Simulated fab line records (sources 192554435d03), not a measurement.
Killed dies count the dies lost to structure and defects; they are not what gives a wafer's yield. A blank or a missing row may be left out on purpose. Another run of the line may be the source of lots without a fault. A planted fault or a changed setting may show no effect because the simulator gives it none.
Chamber matching :: flow n5Finfet :: cmp-04 running N5_PMOS_HMC_CHANNEL_EPI_CMP_21: 4 sister chambers
The step polishes SiGe30, target thk 54 nm. 16 wafers are shown with their chamber, then 8 later ones without.

## WAFERS, EACH WITH ITS CHAMBER
wafer: L076.1
chamber: 2
motorCurrentA (A): 12.4
edgeZonePressureFrac: 0.999

wafer: L076.3
chamber: 0
motorCurrentA (A): 11.3
edgeZonePressureFrac: 0.999

wafer: L076.4
chamber: 1
motorCurrentA (A): 12.3
edgeZonePressureFrac: 1.003

wafer: L077.2
chamber: 1
motorCurrentA (A): 12.2
edgeZonePressureFrac: 0.998

wafer: L077.4
chamber: 3
motorCurrentA (A): 10.7
edgeZonePressureFrac: 0.994

wafer: L077.5
chamber: 0
motorCurrentA (A): 11.7
edgeZonePressureFrac: 1.002

wafer: L079.2
chamber: 0
motorCurrentA (A): 10.9
edgeZonePressureFrac: 0.995

wafer: L079.3
chamber: 1
motorCurrentA (A): 12.0
edgeZonePressureFrac: 0.988

wafer: L079.5
chamber: 3
motorCurrentA (A): 10.4
edgeZonePressureFrac: 0.999

wafer: L081.2
chamber: 0
motorCurrentA (A): 12.2
edgeZonePressureFrac: 1.003

wafer: L081.3
chamber: 1
motorCurrentA (A): 12.0
edgeZonePressureFrac: 1.000

wafer: L081.5
chamber: 2
motorCurrentA (A): 11.9
edgeZonePressureFrac: 1.008

wafer: L083.1
chamber: 0
motorCurrentA (A): 11.3
edgeZonePressureFrac: 1.003

wafer: L083.2
chamber: 2
motorCurrentA (A): 11.7
edgeZonePressureFrac: 0.995

wafer: L083.5
chamber: 0
motorCurrentA (A): 11.9
edgeZonePressureFrac: 0.998

wafer: L087.3
chamber: 3
motorCurrentA (A): 10.9
edgeZonePressureFrac: 0.989

SIGNATURES (means of the wafers above)
reading: motorCurrentA
chamber 0: 11.550
chamber 1: 12.125
chamber 2: 12.000
chamber 3: 10.667
scatter within a chamber: 0.362

reading: edgeZonePressureFrac
chamber 0: 1.00000
chamber 1: 0.99725
chamber 2: 1.00067
chamber 3: 0.99400
scatter within a chamber: 0.00514
Rule: a wafer lies at a distance from a chamber equal to the root of the sum of squares, over the readings, of (its reading less the chamber's mean, divided by the reading's scatter). The wafer belongs to the nearest chamber; if the next one is less than 2 further off, it can't be placed. How the scatter is found: for the shown wafers, subtract from each reading the mean of its chamber, square and add these, divide the total by (wafers less chambers), then take the root.

## WAFERS MISSING THEIR CHAMBER
wafer: L087.4
motorCurrentA (A): 11.7
edgeZonePressureFrac: 1.000

wafer: L087.6
motorCurrentA (A): 13.0
edgeZonePressureFrac: 1.001

wafer: L096.1
motorCurrentA (A): 10.2
edgeZonePressureFrac: 0.999

wafer: L096.2
motorCurrentA (A): 12.7
edgeZonePressureFrac: 0.993

wafer: L096.6
motorCurrentA (A): 10.1
edgeZonePressureFrac: 1.003

wafer: L097.1
motorCurrentA (A): 12.6
edgeZonePressureFrac: 1.004

wafer: L097.3
motorCurrentA (A): 11.4
edgeZonePressureFrac: 0.996

wafer: L097.5
motorCurrentA (A): 11.6
edgeZonePressureFrac: 1.010

## WHICH CHAMBER EACH ONE RAN IN
wafer: L087.4
from the rows above: can't be placed: 0 or 2 or 1
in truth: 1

wafer: L087.6
from the rows above: can't be placed: 1 or 2 or 0
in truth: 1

wafer: L096.1
from the rows above: 3
in truth: 3

wafer: L096.2
from the rows above: can't be placed: 1 or 2 or 0
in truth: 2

wafer: L096.6
from the rows above: can't be placed: 3 or 0
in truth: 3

wafer: L097.1
from the rows above: can't be placed: 2 or 1 or 0
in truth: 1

wafer: L097.3
from the rows above: can't be placed: 0 or 2 or 1 or 3
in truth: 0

wafer: L097.5
from the rows above: can't be placed: 0 or 2 or 1
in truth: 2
Correctly placed: 1 of 8. These rows do not allow placing 7 (true chamber among the candidates in 7). Wrongly placed: 0.
